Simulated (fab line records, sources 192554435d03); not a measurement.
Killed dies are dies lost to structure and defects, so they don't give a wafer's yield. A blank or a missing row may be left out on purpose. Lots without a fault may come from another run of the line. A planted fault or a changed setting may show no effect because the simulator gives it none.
Split-lot experiment | flow n5_finfet | 7 lots, 21 wafers read, on a route of 1938 steps

THE SPLIT
At N5_BEOL_M9_EXPOSE_25 (exposes mask V8), the setting dose_mj was moved away from the recipe's 37.25 on 7 of the 21 wafers read, by -6.6% to +6.4%. The other wafers ran this setting at the recipe's value.

FROM THE SPLIT TO THE READING: what the file shows between them, 2 steps
- N5_BEOL_M9_PEB_26: peb time 60 s
- N5_BEOL_M9_DEVELOP_27: develop time 30 s

THE READING
cd_nm, in nm, at N5_BEOL_M9_CD_MEAS_28 (target cd 70 nm). Fault-free wafers of this fab line usually give 70.01 nm, standard deviation 0.22 nm.

wafer  | tool, chamber at the split | dose_mj as run | against the recipe | cd_nm, nm | against lot-mates on the recipe
L075.1 | euv_scanner-02, 0          | 39.63          | +6.4%              | 71.55     | +1.49
L075.3 | euv_scanner-02, 0          | 37.25          | recipe             | 70.01     | -
L075.6 | euv_scanner-02, 0          | 37.25          | recipe             | 70.11     | -
L077.1 | euv_scanner-02, 0          | 37.25          | recipe             | 69.86     | -
L077.2 | euv_scanner-02, 0          | 34.81          | -6.6%              | 68.19     | -1.67
L077.5 | euv_scanner-02, 0          | 34.81          | -6.6%              | 68.58     | -1.28
L078.2 | euv_scanner-02, 0          | 37.25          | recipe             | 70.29     | -
L078.3 | euv_scanner-02, 0          | 37.25          | recipe             | 69.97     | -
L078.4 | euv_scanner-02, 0          | 37.25          | recipe             | 70.41     | -
L081.2 | euv_scanner-01, 0          | 38.66          | +3.8%              | 70.79     | +0.64
L081.3 | euv_scanner-01, 0          | 37.25          | recipe             | 70.13     | -
L081.5 | euv_scanner-01, 0          | 37.25          | recipe             | 70.18     | -
L090.4 | euv_scanner-01, 0          | 37.25          | recipe             | 69.79     | -
L090.5 | euv_scanner-01, 0          | 35.57          | -4.5%              | 68.85     | -1.12
L090.6 | euv_scanner-01, 0          | 37.25          | recipe             | 70.14     | -
L091.2 | euv_scanner-01, 0          | 37.25          | recipe             | 70.70     | -
L091.5 | euv_scanner-01, 0          | 37.25          | recipe             | 69.77     | -
L091.6 | euv_scanner-01, 0          | 37.25          | recipe             | 70.25     | -
L092.2 | euv_scanner-01, 0          | 37.25          | recipe             | 69.88     | -
L092.3 | euv_scanner-01, 0          | 35.44          | -4.9%              | 68.90     | -0.98
L092.6 | euv_scanner-01, 0          | 35.44          | -4.9%              | 68.88     | -1.00

THE FIT
A straight line over all 21 wafers: cd_nm changes by +0.246 nm for each +1% of dose_mj; r = +0.96; the points scatter about the line by 0.23 nm.
The same after taking each lot's own level away (the mean of its wafers on the recipe; 21 wafers): +0.219 nm for each +1%; r = +0.96; scatter 0.2 nm.
On that fit, the largest move of dose_mj shifts the reading by 1.4 nm.
The lots' own levels span 69.860 to 70.240 nm, that is 1.7 times the standard deviation above.
So the lot-to-lot level changes the slope: the two fits differ.
Check: with one of the wafers moved furthest among these (-6.6%) left out of the fit, the line predicts -1.38 nm for it against its lot-mates. It came out at -1.67 nm against them.

OTHER SPLITS ON THESE WAFERS
These wafers also went through other splits before the reading. Each is held against what the fit with the lots' levels taken away leaves over:
other split on the same wafers | wafers away from the commonest value | r with cd_nm (lot level and that fit taken away)
N5_BEOL_M8_DEP_56 time_s       | 8                                    | -0.20

THE FILE'S OWN FIT
cd_nm changes by +0.221 nm for each +1% of dose_mj, r = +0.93.
